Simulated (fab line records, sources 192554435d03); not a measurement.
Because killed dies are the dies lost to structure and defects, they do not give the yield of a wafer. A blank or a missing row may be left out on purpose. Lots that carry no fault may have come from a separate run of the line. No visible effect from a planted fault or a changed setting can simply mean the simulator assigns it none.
Split-lot trial | flow n5 finfet | 21 wafers read across 7 lots, on a route 1938 steps long

SPLIT DETAILS
At N5_BEOL_M5_ETCH_41 (etches SiCN in CH3F/O2, target depth 31.5 nm, time 56.7 s), the setting source w was moved away from the recipe's 395 W on 3 of the 21 wafers read, by +4.9% to +13.7%. All remaining wafers had this setting at the recipe value.

The split's own step is where the reading is taken.

THE READING
rf vpp V, in V, at N5_BEOL_M5_ETCH_41 (etches SiCN in CH3F/O2, target depth 31.5 nm, time 56.7 s). A value of 297.6 V with a standard deviation of 1.6 V is what fault-free wafers of this fab line usually give.

wafer  | tool, chamber at the split | source w as run, W | against the recipe | rf vpp V, V | against lot-mates on the recipe
L075.1 | rie diel-05, 2             | 395                | recipe             | 297.5       | -
L075.3 | rie diel-05, 1             | 395                | recipe             | 296.9       | -
L075.5 | rie diel-05, 2             | 395                | recipe             | 298.1       | -
L078.3 | rie diel-01, 2             | 449.1              | +13.7%             | 283.3       | -14.5
L078.4 | rie diel-01, 1             | 449.1              | +13.7%             | 284.0       | -13.8
L078.6 | rie diel-01, 3             | 395                | recipe             | 297.8       | -
L083.4 | rie diel-01, 2             | 395                | recipe             | 296.6       | -
L083.5 | rie diel-01, 3             | 395                | recipe             | 297.2       | -
L083.6 | rie diel-01, 1             | 395                | recipe             | 296.4       | -
L082.1 | rie diel-04, 2             | 395                | recipe             | 298.3       | -
L082.3 | rie diel-04, 0             | 395                | recipe             | 295.4       | -
L082.5 | rie diel-04, 0             | 395                | recipe             | 295.5       | -
L084.1 | rie diel-01, 2             | 395                | recipe             | 296.2       | -
L084.4 | rie diel-01, 2             | 395                | recipe             | 296.6       | -
L084.5 | rie diel-01, 3             | 395                | recipe             | 298.3       | -
L087.1 | rie diel-01, 1             | 395                | recipe             | 296.2       | -
L087.2 | rie diel-01, 2             | 395                | recipe             | 295.5       | -
L087.4 | rie diel-01, 3             | 395                | recipe             | 296.8       | -
L093.1 | rie diel-04, 1             | 414.2              | +4.9%              | 293.7       | -3.0
L093.4 | rie diel-04, 0             | 395                | recipe             | 296.0       | -
L093.5 | rie diel-04, 0             | 395                | recipe             | 297.4       | -

THE FIT
A straight line over all 21 wafers: rf vpp V changes by -0.947 V for each +1% of source w; r = -0.97; the points scatter about the line by 0.96 V.
The same after taking each lot's own level away (the mean of its wafers on the recipe; 21 wafers): -1.01 V for each +1%; r = -0.98; scatter 0.88 V.
Per that fit: largest source w move, reading shift of 14 V.
Measured against the standard deviation above, the lots' own levels, which go from 296.17 to 297.80 V, span 1.0 times it.
Hence the lot-to-lot level has little effect on the slope; both slopes agree.
Check: for one of the wafers moved furthest among these (+13.7%), held out of the fit, the line's prediction against its lot-mates is -13.2 V. Against them it came out at -14.5 V.
Tool readings at the split's step, against how far the setting was moved: rf vpp V r = -0.97.

THESE WAFERS: OTHER SPLITS
Other splits were also applied to these wafers ahead of the reading. Each is held against what the fit with the lots' levels taken away leaves over:
other split on the same wafers             | wafers away from the commonest value | r with rf vpp V (lot level and that fit taken away)
N5_BEOL_M4_ALD_84 co reactant pulse time s | 8                                    | +0.10
N5_BEOL_M5_COAT_05 spin rpm                | 5                                    | -0.28
N5_BEOL_M5_ETCH_62 source w                | 10                                   | +0.21
N5_BEOL_M5_TRENCH_ETCH_37 bias w           | 5                                    | +0.16

THE WHOLE CHAIN: every reading that the file lists as answering this split, in the file's order
step               | what it does                                              | reading                                                        | change (the file's fit)                | r (the file's)
N5_BEOL_M5_ETCH_41 | etches SiCN in CH3F/O2, target depth 31.5 nm, time 56.7 s | rf vpp V                                                       | -0.987 V for each +1% of the setting   | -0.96
N5_BEOL_M5_ETCH_41 | etches SiCN in CH3F/O2, target depth 31.5 nm, time 56.7 s | etch.depth nm (the simulator's own value, which no gauge read) | +0.0793 nm for each +1% of the setting | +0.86

FILE'S OWN FIT
rf vpp V changes by -0.987 V for each +1% of source w, r = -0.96.
